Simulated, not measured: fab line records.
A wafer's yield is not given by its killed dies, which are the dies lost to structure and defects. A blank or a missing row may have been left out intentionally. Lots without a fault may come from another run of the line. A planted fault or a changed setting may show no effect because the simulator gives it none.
Chamber matching	flow n5_finfet	N5_BEOL_M0_SAQP_PECVD_04 on pecvd-03 has 3 sister chambers
The step deposits a-Si from SiH4/He, target thk 60 nm, time 60.2 s. 20 wafers are shown with their chamber, then 10 later ones without.

## WAFERS WITH THEIR CHAMBER
wafer	chamber	throttle_valve_pct (%)	heater_power_w (W)	showerhead_plenum_p_Torr (Torr)
L076.1	2	18.6	493	5.70
L076.3	1	17.8	739	5.67
L076.6	0	16.4	637	5.66
L079.3	2	18.5	501	5.70
L079.4	0	16.9	659	5.65
L079.6	2	18.7	496	5.73
L082.1	1	18.0	679	5.68
L082.2	0	17.0	616	5.65
L082.4	1	18.0	690	5.67
L085.2	2	18.6	494	5.71
L085.3	0	17.0	632	5.67
L085.6	0	16.9	655	5.64
L087.1	0	17.0	654	5.65
L087.3	1	18.1	750	5.66
L087.6	0	17.0	660	5.64
L089.2	0	16.8	624	5.66
L089.3	1	17.8	750	5.68
L089.4	0	17.1	642	5.66
L091.3	1	18.0	712	5.68
L091.5	0	16.8	585	5.65

SIGNATURES (averages over the wafers above)
reading	chamber 0	chamber 1	chamber 2	scatter within a chamber
throttle_valve_pct	16.890	17.950	18.600	0.162
heater_power_w	636.40	720.00	496.00	24
showerhead_plenum_p_Torr	5.6530	5.6733	5.7100	0.0101
Rule: for each reading, subtract the chamber's mean from the wafer's reading, divide by that reading's scatter and square the result; add these up over the readings and take the root, which gives the wafer's distance from the chamber. If the next closest chamber is less than 2 further off than the closest, the wafer can't be placed; otherwise it belongs to the closest. The scatter: the root of (the sum of the squares of (reading less its chamber's mean) over the shown wafers, divided by (wafers less chambers)).

## WAFERS WITH NO CHAMBER GIVEN
wafer	throttle_valve_pct (%)	heater_power_w (W)	showerhead_plenum_p_Torr (Torr)
L091.6	17.9	726	5.67
L093.1	16.9	656	5.66
L093.2	17.9	771	5.68
L093.4	18.0	768	5.67
L096.2	17.0	441	5.69
L096.3	17.9	753	5.68
L096.4	16.9	438	5.69
L097.2	17.0	641	5.66
L097.4	18.0	789	5.68
L097.5	17.2	635	5.64

## THE CHAMBER EACH PASSED THROUGH
wafer	from the rows above	in truth
L091.6	1	1
L093.1	0	0
L093.2	1	1
L093.4	1	1
L096.2	can't be placed: 0 or 2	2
L096.3	1	1
L096.4	can't be placed: 0 or 2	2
L097.2	0	0
L097.4	1	1
L097.5	0	0
Placed correctly: 8 of 10. Not placeable from these rows: 2 (in 2, the candidates include the true chamber). 0 placed wrongly.
